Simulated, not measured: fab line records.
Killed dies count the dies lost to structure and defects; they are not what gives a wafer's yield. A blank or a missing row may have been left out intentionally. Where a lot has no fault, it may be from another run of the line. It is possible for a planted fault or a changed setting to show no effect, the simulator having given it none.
Problem report, 8D (eight disciplines) form, completed by code | flow n5 finfet | the parts of the form that need people (team, actions taken, sign-off) are left out

1. WHAT IS WRONG
Wafers without a fault read 8.12 nm, standard deviation 0.2; cd nm at N5_FIN_SAQP_CD_MEAS_31 reads a mean of 4.20 nm on 4 wafers belonging to 3 lots. Relative to the usual mean, that is a shift of -20 standard deviations.
The step: target cd 8 nm.
Seen first at day 5 09:56 on cd sem-02, wafer L166.5. At this step, 43 wafers from 15 lots have a number in the record. Rule for "out" (also "out of limits"): further than 4 standard deviations from the usual mean. The other wafers with a number count as sound.

2. WHAT IT IS AND WHAT IT IS NOT
question                    | is                             | is not
which readings at this step | cd nm                          | -
which lots                  | L166, L168, L169               | L153, L154, L157, L158, L159, L160, L161, L162, L165, L167, L175, L176
which wafers of those lots  | L166.5, L168.1, L169.1, L169.5 | L166.3, L166.6, L168.6
read on which gauges        | cd sem-02, cd sem-03           | cd sem-01
when                        | from day 5 09:56               | up to then (29 sound wafers); but 10 sound wafers of L167, L168, L175, L176 came after

3. THE SUSPECTS, EACH WITH WHAT RULES IT OUT
Counting: if a tool at a process step up to the reading ran every lot that is out, it stays a suspect. Sound lots after the first of them don't rule it out here, since some wafers of a struck lot are sound.
- the gauge at N5_FIN_SAQP_CD_MEAS_31: ruled out. Those wafers that are out were read across 2 gauges (cd sem-02, cd sem-03).
- ald sin-03 at N5_FIN_SAQP_SPACER2_ALD_28 (deposits SiO2, target thk 8.1 nm, pulse time 1 s, purge time 2 s): kept. Every lot that is out went through it, the first being L166 (day 5 09:24); the last sound lot it ran before that was L165 (day 5 03:40).
After counting, what remains is ald sin-03 at N5_FIN_SAQP_SPACER2_ALD_28.

4. THE CAUSE (what the simulator had put in)
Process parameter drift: ald sin-03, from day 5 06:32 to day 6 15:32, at N5_FIN_SAQP_SPACER2_ALD_28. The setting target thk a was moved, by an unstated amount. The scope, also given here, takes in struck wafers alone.
This tool alone remained once counting was done.

5. THE CHAIN OF EFFECTS, in route order
Each row: a reading where the mean over the struck wafers with a number is more than 3 standard deviations away from the usual. Scope: only readings with a usual standard deviation given in the record; hours: median across lots of the time from each lot's start at the first step in this table that gives one to its start at this step; sigmas: change in usual standard deviations.
hours | step                         | reading    | usual       | on struck wafers | change | sigmas
0     | N5_FIN_SAQP_CD_MEAS_31       | cd nm      | 8.12 nm     | 4.20             | -3.92  | -20
0     | N5_FIN_SAQP_HM_CD_35         | cd nm      | 8.17 nm     | 4.38             | -3.79  | -20
0     | N5_FIN_SAQP_CD_MEAS_37       | cd nm      | 8.15 nm     | 4.11             | -4.04  | -17
11    | N5_STI_FIN_REVEAL_CD_MEAS_22 | cd nm      | 6.30 nm     | 2.54             | -3.76  | -14
139   | N5_BEOL_M4_RC_MEAS_101       | DIBL_N     | 36.4 mV/V   | 13.4             | -23.0  | -15
139   | N5_BEOL_M4_RC_MEAS_101       | DIBL_P     | 36.6 mV/V   | 4.2              | -32.4  | -17
139   | N5_BEOL_M4_RC_MEAS_101       | IOFF_N     | 0.155 nA/um | 0.005            | -0.149 | -7.1
139   | N5_BEOL_M4_RC_MEAS_101       | IOFF_N_85C | 3.0 nA/um   | 0.2              | -2.8   | -8.0
139   | N5_BEOL_M4_RC_MEAS_101       | IOFF_N_LIN | 0.072 nA/um | 0.004            | -0.068 | -8.3
139   | N5_BEOL_M4_RC_MEAS_101       | IOFF_P     | 0.211 nA/um | 0.016            | -0.195 | -7.0
139   | N5_BEOL_M4_RC_MEAS_101       | IOFF_P_85C | 3.6 nA/um   | 0.4              | -3.2   | -8.0
139   | N5_BEOL_M4_RC_MEAS_101       | IOFF_P_LIN | 0.100 nA/um | 0.015            | -0.085 | -7.7
139   | N5_BEOL_M4_RC_MEAS_101       | ION_N      | 671 uA/um   | 491              | -180   | -21
139   | N5_BEOL_M4_RC_MEAS_101       | ION_P      | 462 uA/um   | 375              | -87    | -15
139   | N5_BEOL_M4_RC_MEAS_101       | SS_N       | 71.5 mV/dec | 66.6             | -4.9   | -9.8
139   | N5_BEOL_M4_RC_MEAS_101       | SS_P       | 73.4 mV/dec | 65.2             | -8.2   | -14
139   | N5_BEOL_M4_RC_MEAS_101       | VT_N       | 250.1 mV    | 306.7            | +56.6  | +24
139   | N5_BEOL_M4_RC_MEAS_101       | VT_N_LVT   | 98.8 mV     | 156.3            | +57.5  | +23
139   | N5_BEOL_M4_RC_MEAS_101       | VT_P       | -250.1 mV   | -284.6           | -34.5  | -11
139   | N5_BEOL_M4_RC_MEAS_101       | VT_P_LVT   | -98.9 mV    | -133.0           | -34.1  | -13
Process steps it contains:
- N5_FIN_SAQP_HM_CD_35: target cd 8 nm.

6. WHAT WOULD HAVE CAUGHT IT SOONER
The first out-of-limits reading at a measuring or inspecting step in this record came at day 5 09:56, 3 hours after the fault's start at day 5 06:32.
No tool reading at N5_FIN_SAQP_SPACER2_ALD_28 that has a usual standard deviation in the record was out on any struck wafer, so an alarm limit of 4 standard deviations on those readings would not have fired.
Lots out: 3; of these, L168, L169 started N5_FIN_SAQP_SPACER2_ALD_28 on ald sin-03 after day 5 09:56. A hold on the tool at that time would have spared those 2.
